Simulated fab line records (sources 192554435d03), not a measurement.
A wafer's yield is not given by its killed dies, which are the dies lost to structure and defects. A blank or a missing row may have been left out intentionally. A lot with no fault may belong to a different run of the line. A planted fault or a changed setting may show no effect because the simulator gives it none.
Matching of chambers | flow n5-finfet | pecvd-01 running N5_BEOL_M11_ILD_DEP_00: 3 sister chambers
The step deposits SiCOH lowk from DEMS/porogen, target thk 308.51 nm, time 58 s. 3 wafers are shown with their chamber, then 6 later ones without.

EACH WAFER AND ITS CHAMBER
wafer  | chamber | throttle-valve-pct (%)
L712.1 | 2       | 14.3
L712.2 | 0       | 14.6
L712.5 | 1       | 13.6

WAFERS WITH NO CHAMBER GIVEN
wafer  | throttle-valve-pct (%)
L716.1 | 14.6
L716.4 | 13.3
L716.6 | 14.0
L715.2 | 13.5
L715.5 | 13.7
L715.6 | 13.5

CHAMBER TAKEN BY EACH
wafer  | from the rows above          | in truth
L716.1 | can't be placed: 0 or 2      | 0
L716.4 | 1                            | 1
L716.6 | can't be placed: 2 or 1 or 0 | 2
L715.2 | 1                            | 1
L715.5 | 1                            | 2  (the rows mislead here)
L715.6 | 1                            | 1
3 of 6 placed correctly. Unplaceable from these rows: 2, with the true chamber sitting among the candidates in 2. 1 placed wrongly.
How it was worked out, from the rows above alone: a wafer's distance from a chamber is the root of the sum, over the readings, of the square of ((its reading less the chamber's mean) divided by the reading's scatter). The wafer belongs to the nearest chamber; if the next one is less than 2 further off, it can't be placed. Each chamber's mean is taken over the wafers shown for it. The scatter: with one shown wafer a chamber, the root of the mean of the squares of how far each hidden wafer lies from its nearest shown one.
